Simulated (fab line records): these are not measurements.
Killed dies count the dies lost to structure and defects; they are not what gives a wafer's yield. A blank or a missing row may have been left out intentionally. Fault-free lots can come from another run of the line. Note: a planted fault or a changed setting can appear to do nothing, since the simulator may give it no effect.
A single fault, viewed from 2 desks -- flow n5-finfet -- only its own numbers are on each desk; what lay behind them is given at the end

## TOOL OWNER'S DESK, pecvd-02
The tool's own readings at N5_BEOL_M0_SAQP_HM_DEP_111 (deposits SiO2 from SiH4/N2O, target thk 12 nm, time 7.2 s): means of the sampled wafers that have a number, for each lot that ran on this tool. Any lot whose mean is over 4 standard deviations away from the usual mean is out of limits and marked OUT; that distance is given in the brackets.
Columns: A = heater-power-w at N5_BEOL_M0_SAQP_HM_DEP_111, usual 734 W; B = showerhead-plenum-p-Torr at N5_BEOL_M0_SAQP_HM_DEP_111, usual 8.14 Torr; C = susceptor-temp-C at N5_BEOL_M0_SAQP_HM_DEP_111, usual 399.99 C
lot,first seen here,A,B,C
L895,day 5 20:00,744,7.95,399.76
L905,day 8 02:45,806,8.14,399.87
L907,day 8 18:10,700,8.01,400.04
This desk's verdict: no lot among the 3 shows anything out of limits.

## AT THE METROLOGY DESK
What the gauges read, lot by lot, whatever tool the lot ran on: means of the sampled wafers that have a number. Any lot whose mean is over 4 standard deviations away from the usual mean is out of limits and marked OUT; that distance is given in the brackets. 7 of its 10 readings are shown, namely those furthest out on some lot.
Columns: A = DIBL_P at N5_BEOL_M4_RC_MEAS_101, usual 36.1 mV/V; B = IOFF_P at N5_BEOL_M4_RC_MEAS_101, usual 0.22 nA/um; C = ION_N at N5_BEOL_M4_RC_MEAS_101, usual 675 uA/um; D = ION_P at N5_BEOL_M4_RC_MEAS_101, usual 465 uA/um; E = SS_P at N5_BEOL_M4_RC_MEAS_101, usual 73.2 mV/dec; F = VT_N at N5_BEOL_M4_RC_MEAS_101, usual 250 mV; G = VT_P at N5_BEOL_M4_RC_MEAS_101, usual -249 mV
lot,first seen here,A,B,C,D,E,F,G
L895,day 8 07:03,37.0,0.23,689,468,73.7,248,-250
L896,day 8 23:46,38.0,0.24,667,467,73.6,252,-247
L905,day 10 10:59,37.7,0.22,687,465,74.1,248,-249
L906,day 11 05:33,35.4,0.25,675,474,72.7,250,-245
L907,day 11 16:47,38.9,0.28,698,481,73.5,247,-244
L909,day 11 22:15,37.3,0.25,687,470,73.9,245,-246
L911,day 12 00:33,34.5,0.20,665,462,72.0,252,-248
L914,day 13 05:14,35.4,0.19,658,454,73.7,254,-252
L915,day 13 09:20,33.2,0.19,670,459,72.8,251,-251
This desk's verdict: no lot among the 9 shows anything out of limits.

## ALL TOGETHER
The tool owner's desk saw nothing out of limits.
Nothing out of limits was seen by the metrology desk.

## WHAT THE SIMULATOR HAD INSERTED
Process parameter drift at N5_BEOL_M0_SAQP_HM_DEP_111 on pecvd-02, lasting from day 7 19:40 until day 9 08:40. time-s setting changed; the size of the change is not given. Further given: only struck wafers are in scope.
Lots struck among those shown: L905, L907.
